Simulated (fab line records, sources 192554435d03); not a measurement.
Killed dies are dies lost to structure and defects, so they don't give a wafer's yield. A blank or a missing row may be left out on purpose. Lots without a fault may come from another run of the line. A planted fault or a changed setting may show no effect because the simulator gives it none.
A struck lot beside a sound one | flow n5_finfet | 37 steps out of a route of 1938
Sound: wafers L595.1, L595.4, L595.5. Struck: wafer L581.1. (L581.2, L581.3 of the same lot were not struck and are left out.) The cause comes at the end.
At each step with rows: each side's tool, then ch and its chambers, then its first start. Under that, the readings that differ: sound wafers | struck wafers | difference of the means | sigmas: that difference in standard deviations of wafers without a fault.
alike: readings whose means differ by less than 2 such deviations, and words and numbers that are the same on both sides. not compared: withheld readings, readings that some wafer has no value for, bounds like >300 that may hide the same value, and numbers for which the record gives no deviation and whose values overlap.
The two part at a step that has a row with sigmas, a row that says differs or no value, or rows on one side only. Numbers that don't overlap but have no deviation are shown without sigmas and don't part them. A reading that every wafer of one side lacks parts them only if that side has two wafers or more.

first, 8 steps without rows for these wafers: N5_BEOL_M7_SPUTTER_48 (material Cu, target thk 10 nm, time 1.667 s); N5_BEOL_M7_ECD_50 (material Cu, target thk 300 nm); N5_BEOL_M7_ANNEAL_51 (time 90 s); N5_BEOL_M7_CMP_52 (polishes, stops on SiCOH lowk, t overpolish 6.9 s, target thk 80 nm); N5_BEOL_M7_PRE_CLEAN_55 (time 15 s); N5_BEOL_M7_DEP_56 (deposits SiCN from 3MS/NH3, target thk 10 nm, time 17.5 s); N5_BEOL_M8_ILD_DEP_00 (deposits SiCOH lowk from DEMS/porogen, target thk 179.75 nm, time 33.4 s); N5_BEOL_M8_CURE_74 (cures SiCOH lowk, time 240 s).
N5_BEOL_M8_PECVD_70: deposits SiO2 from TEOS/O2, target thk 20 nm, time 22.7 s.
  sound on pecvd-01 ch 0,2, day 18 11:02; struck on pecvd-01 ch 2, day 14 07:52
  reading                                    | sound        | struck | difference | sigmas
  model.SiO2_of_BEOL_M8_PECVD_70.thk_nm (nm) | 19.6 20 19.8 | 16.4   | -3.4       |
  alike: heater_power_w, showerhead_plenum_p_Torr, throttle_valve_pct
then, 25 steps without rows for these wafers: N5_BEOL_M8_HM_DEP_02 (deposits TiN, target thk 20 nm); N5_BEOL_M8_COAT_59 (time 60 s, resist thk 100 nm); N5_BEOL_M8_COAT_60 (time 60 s, resist thk 35 nm); N5_BEOL_M8_COAT_05 (resist thk 90 nm); N5_BEOL_M8_EBR_07; N5_BEOL_M8_SOFTBAKE_06 (time 60 s); N5_BEOL_M8_EXPOSE_08 (exposes mask M8); N5_BEOL_M8_PEB_09 (peb time 60 s); N5_BEOL_M8_DEVELOP_10 (develop time 30 s); N5_BEOL_M8_DESCUM_16 (chemistry O2, time 7.9 s); N5_BEOL_M8_ETCH_61 (etches SiARC in CF4, target depth 45.5 nm, time 75.8 s); N5_BEOL_M8_ETCH_62 (etches SOC in N2/H2, target depth 110 nm, overetch 22 nm, time 165 s); N5_BEOL_M8_STRIP_68 (strips in N2/H2); N5_BEOL_M8_STRIP_67 (strips in CF4); N5_BEOL_M8_HM_OPEN_17 (chemistry Cl2/BCl3, target TiN, target depth 20 nm, overetch 6 nm); N5_BEOL_M8_STRIP_19 (strips in O2); N5_BEOL_M8_COAT_63 (time 60 s, resist thk 60 nm); N5_BEOL_M8_COAT_64 (time 60 s, resist thk 12 nm); N5_BEOL_M8_COAT_71 (time 60 s, resist thk 5 nm); N5_BEOL_M8_COAT_22 (resist thk 30 nm); N5_BEOL_M8_EBR_24; N5_BEOL_M8_SOFTBAKE_23 (time 60 s); N5_BEOL_M8_EXPOSE_25 (exposes mask V7, target cd 40 nm); N5_BEOL_M8_PEB_26 (peb time 60 s); N5_BEOL_M8_DEVELOP_27 (develop time 30 s).
N5_BEOL_M8_HM_STRIP_39: strips TiN in peroxide tin strip, target depth 25 nm, time 158 s.
  sound on wet_bench-01 ch 1,2,6, day 18 17:20; struck on wet_bench-02 ch 5, day 14 13:35
  reading                                    | sound          | struck | difference | sigmas
  model.SiO2_of_BEOL_M8_PECVD_70.thk_nm (nm) | 19.4 19.8 19.6 | 16.2   | -3.4       |
N5_BEOL_M8_CMP_52: polishes, stops on SiCOH lowk, t overpolish 6.9 s, target thk 80 nm.
  sound on cmp-01 ch 2,3, day 18 20:44; struck on cmp-01 ch 3, day 14 17:10
  reading                      | sound          | struck | difference | sigmas
  barrier_field_endpoint_s (s) | 28.0 27.9 28.0 | 25.2   | -2.8       | -3
  alike: clearing_platen_rpm, motor_current_A
  not compared: pad_life_wafers
-- the record jumps here: 3 days lie between the struck wafers' starts before and after (it left off in module BEOL_M8 and takes up again in module PASSIVATION, whose first step shown is number 1936 of the route) --
N5_PASSIVATION_PROBE_49:
  sound on prober-02, day 21 14:50; struck on prober-02, day 18 02:38
  reading            | sound    | struck | difference | sigmas
  killed_at_contacts | 17 21 24 | 7      | -14        | -2
  killed_open        | 94 90 92 | 64     | -28        | -2
  alike: defect_limited_yield, killed_at_M0_to_M3, killed_at_M4_up, killed_at_front_end, killed_at_other, killed_dies, killed_short, sort_bin_5_function, sort_bin_6_memory, sort_n_pass, sort_yield_pct

WHERE THEY PART
First at N5_BEOL_M8_CMP_52; last, within this record, at N5_PASSIVATION_PROBE_49.

WHY: what the simulator had put in
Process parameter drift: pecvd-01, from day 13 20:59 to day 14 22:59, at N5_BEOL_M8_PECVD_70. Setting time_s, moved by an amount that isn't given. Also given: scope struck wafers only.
